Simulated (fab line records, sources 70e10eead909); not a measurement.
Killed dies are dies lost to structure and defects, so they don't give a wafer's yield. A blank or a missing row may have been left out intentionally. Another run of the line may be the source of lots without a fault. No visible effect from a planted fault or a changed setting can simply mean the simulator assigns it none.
Commonality check across tools | flow nand harc | Sampled: 12 lots, 36 wafers

## REASON IT WAS OPENED
Flagged at NHARC_P_ZERO_WELL_CD_MEAS_37: reading cd nm, on 2 of 12 lots. No-fault wafers: 718.9 nm, standard deviation 2.2.
Rule: a lot is flagged in two cases, either no wafer of it has a number, or all its wafers with numbers fall more than 4 standard deviations from that mean. The rest of the lots are taken to be sound.

lot  | measured    | on        | cd nm (nm), wafer by wafer | flag
L725 | day 1 22:14 | cd sem-01 | 720.0 719.4 719.4          |
L727 | day 2 10:06 | cd sem-01 | 719.1 719.0 720.1          |
L729 | day 2 21:55 | cd sem-02 | 722.3 716.3 719.2          |
L730 | day 3 04:16 | cd sem-03 | 719.1 717.9 720.8          |
L731 | day 3 10:05 | cd sem-03 | 718.7 719.1 720.4          |
L732 | day 3 16:05 | cd sem-03 | 719.0 715.9 716.9          |
L736 | day 4 15:58 | cd sem-02 | 717.3 718.2 719.7          |
L739 | day 5 10:15 | cd sem-03 | 721.8 719.6 721.7          |
L740 | day 5 16:20 | cd sem-02 | 697.5 698.9 701.7          | FLAGGED
L741 | day 5 22:25 | cd sem-03 | 700.3 704.2 702.5          | FLAGGED
L746 | day 7 04:08 | cd sem-03 | 722.8 718.7 715.4          |
L747 | day 7 10:00 | cd sem-03 | 719.8 720.4 723.5          |
The mean of the flagged lots' numbers is 700.9 nm, -18.0 nm from the usual (-8 standard deviations).

## TOOL THAT RAN EACH LOT
The record keeps 1 process step preceding the reading, out of 1159 steps on the route. Each cell gives the tool, then ch followed by the chambers the sampled wafers passed through, then the start.
lot  | flag    | NHARC_P_ZERO_WELL_EXPOSE_34
L725 |         | krf scanner-03 ch 0, day 1 22:05
L727 |         | krf scanner-01 ch 0, day 2 09:57
L729 |         | krf scanner-03 ch 0, day 2 21:46
L730 |         | krf scanner-01 ch 0, day 3 04:07
L731 |         | krf scanner-01 ch 0, day 3 09:56
L732 |         | krf scanner-01 ch 0, day 3 15:56
L736 |         | krf scanner-03 ch 0, day 4 15:48
L739 |         | krf scanner-02 ch 0, day 5 10:06
L740 | FLAGGED | krf scanner-03 ch 0, day 5 16:11
L741 | FLAGGED | krf scanner-03 ch 0, day 5 22:16
L746 |         | krf scanner-01 ch 0, day 7 03:59
L747 |         | krf scanner-01 ch 0, day 7 09:50
What is done by these steps:
- NHARC_P_ZERO_WELL_EXPOSE_34: exposes mask P PWELL, target cd 720 nm.
- NHARC_P_ZERO_WELL_CD_MEAS_37: target cd 720 nm.

## FLAGGED OVER TOTAL, TOOL BY TOOL (the gauges that took the reading come last)
step                         | tool           | lots run | flagged | share of the flagged lots | sound lots run after its first flagged lot
NHARC_P_ZERO_WELL_EXPOSE_34  | krf scanner-01 | 6        | 0       | none                      | -
NHARC_P_ZERO_WELL_EXPOSE_34  | krf scanner-02 | 1        | 0       | none                      | -
NHARC_P_ZERO_WELL_EXPOSE_34  | krf scanner-03 | 5        | 2       | all                       | 0
NHARC_P_ZERO_WELL_CD_MEAS_37 | cd sem-01      | 2        | 0       | none                      | -
NHARC_P_ZERO_WELL_CD_MEAS_37 | cd sem-02      | 3        | 1       | some                      | 0
NHARC_P_ZERO_WELL_CD_MEAS_37 | cd sem-03      | 7        | 1       | some                      | 2 (L746,L747)

## THE TABLE: WHAT IT ALLOWS
All flagged lots share 1 row of the table, namely krf scanner-03 at NHARC_P_ZERO_WELL_EXPOSE_34.
- krf scanner-03 at NHARC_P_ZERO_WELL_EXPOSE_34 ran 5 lots, 2 of them flagged. It ran its last sound lot, L736, at day 4 15:48 and its first flagged lot, L740, at day 5 16:11: a fault with its onset between the two fits. Its own readings (exposure dose mJ cm2) fall more than 4 standard deviations out on all wafers of the flagged lots.
Left over: one tool, krf scanner-03 at NHARC_P_ZERO_WELL_EXPOSE_34.

## WHAT THE SIMULATOR HAD PUT IN
Drift in process parameters on krf scanner-03 at NHARC_P_ZERO_WELL_EXPOSE_34, starting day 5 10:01. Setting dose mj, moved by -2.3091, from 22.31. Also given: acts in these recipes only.
Shown lots that were struck: L740, L741. The rule given above showed the same thing.
